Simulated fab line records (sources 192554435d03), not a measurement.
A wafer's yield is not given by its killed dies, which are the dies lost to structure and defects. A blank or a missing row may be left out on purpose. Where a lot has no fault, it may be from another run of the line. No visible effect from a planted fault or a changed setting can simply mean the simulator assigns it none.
Comparing a struck lot with a sound one -- flow n5-finfet -- 19 steps out of a route of 1938
Sound: the wafers L907.1, L907.2, L907.3. Struck: wafers L901.2, L901.6 (left out: L901.1, a lot-mate that was not struck); the cause follows at the end.
At each step with rows: each side's tool, then ch and its chambers, then its first start. Under that, the readings that differ: sound wafers -- struck wafers -- difference of the means -- sigmas: that difference in standard deviations of wafers without a fault.
alike: words and numbers the same on both sides, and readings whose means are apart by under 2 such deviations; not compared: readings that were withheld, readings missing a value for some wafer, numbers with overlapping values and no deviation given by the record, and bounds like >300 which may hide the same value.
Wherever a step has rows on one side only, a row that says differs or no value, or a row with sigmas, the two part there. Numbers that have no deviation but don't overlap get no sigmas and don't part them. A reading missing from all wafers of one side parts the sides only when that side holds two or more wafers.

N5_BEOL_M14_ETCH_67: etches SiARC in CF4, target depth 143 nm, time 238.3 s.
  sound on rie-diel-03 ch 0,1,2, day 15 07:58; struck on rie-diel-03 ch 1,3, day 13 19:31
  alike: drypump-motor-current-A, etch-rf-on-time-s, oes-product-au, rf-vpp-V, showerhead-plenum-p-Torr, throttle-valve-pct
  not compared: rf-hours-counter-h
then, 2 steps without rows for these wafers: N5_BEOL_M14_ETCH_68 (etches SOC in N2/H2, time 450 s); N5_BEOL_M14_STRIP_69 (strips in N2/H2).
N5_BEOL_M14_TRENCH_ETCH_34: etches SiO2 in C4F8/O2/Ar, target depth 556.65 nm, time 126.9 s.
  sound on rie-diel-03 ch 0,1,2, day 15 08:23; struck on rie-diel-03 ch 1,3, day 13 19:56
  alike: drypump-motor-current-A, he-inner-torr, oes-product-au, rf-vpp-V, showerhead-plenum-p-Torr, throttle-valve-pct
  not compared: rf-hours-counter-h
then, 1 step without rows for these wafers: N5_BEOL_M14_STRIP_70 (strips in C4F8/O2/Ar).
N5_BEOL_M14_OCD_MEAS_35:
  sound: ocd-02 at day 15 08:32; struck: ocd-01 at day 13 20:05
  alike: trench-depth-nm
then, 1 step without rows for these wafers: N5_BEOL_M14_STRIP_37 (strips in O2).
N5_BEOL_M14_ETCH_38: etches SiCN in CF4/N2, target depth 106.5 nm, time 120.6 s.
  sound: rie-diel-03 ch 0,1,2; struck: rie-diel-02 ch 1,2
  alike: drypump-motor-current-A, oes-product-au, rf-vpp-V, showerhead-plenum-p-Torr, throttle-valve-pct
  not compared: rf-hours-counter-h
then, 4 steps without rows for these wafers: N5_BEOL_M14_PRECLEAN_39 (cleans in residue remover, time 60 s); N5_BEOL_M14_SRD_40 (time 30 s, dry time 30 s); N5_BEOL_M14_DEGAS_41 (time 60 s); N5_BEOL_M14_PRE_CLEAN_42 (time 30 s).
N5_BEOL_M14_SPUTTER_43: material TaN, target thk 15 nm, time 24.19 s.
  sound: pvd-sputter-02 at day 15 11:20; struck: pvd-sputter-01 at day 13 22:11
reading,sound,struck,difference,sigmas
model.TaN_of_BEOL_M14_SPUTTER_43.thk-nm (nm),14.8 15 15,19.4 19.4,+4.5,
  alike: throttle-valve-pct
N5_BEOL_M14_SPUTTER_44: material Ta, target thk 15 nm, time 24.19 s.
  sound: pvd-sputter-02 at day 15 11:25; struck: pvd-sputter-01 at day 13 22:16
  alike: throttle-valve-pct
N5_BEOL_M14_SPUTTER_45: material Cu, target thk 100 nm, time 16.67 s.
  sound: pvd-sputter-02 at day 15 11:29; struck: pvd-sputter-01 at day 13 22:20
  alike: throttle-valve-pct
then, 2 steps without rows for these wafers: N5_BEOL_M14_ECD_47 (material Cu, target thk 1248 nm); N5_BEOL_M14_ANNEAL_48 (time 90 s).
N5_BEOL_M14_CMP_49: polishes, stops on SiO2, t overpolish 5.2 s, target thk 560 nm.
  sound on cmp-02 ch 0,1,3, day 15 12:10; struck on cmp-01 ch 2, day 13 23:00
reading,sound,struck,difference,sigmas
barrier-field-endpoint-s (s),11.42 11.05 11.31,13.14 12.78,+1.70,+6
  alike: clearing-platen-rpm, motor-current-A
N5_BEOL_M14_THK_MEAS_50: measures by xrf.
  sound: film-metro-02 at day 15 12:27; struck: film-metro-02 at day 13 23:16
  alike: M14_THK

== WHERE THEY PART ==
At N5_BEOL_M14_CMP_49 and nowhere else, as far as this record goes. Later steps at which nothing parts them and some readings are alike: N5_BEOL_M14_THK_MEAS_50.

WHY: the cause the simulator had injected
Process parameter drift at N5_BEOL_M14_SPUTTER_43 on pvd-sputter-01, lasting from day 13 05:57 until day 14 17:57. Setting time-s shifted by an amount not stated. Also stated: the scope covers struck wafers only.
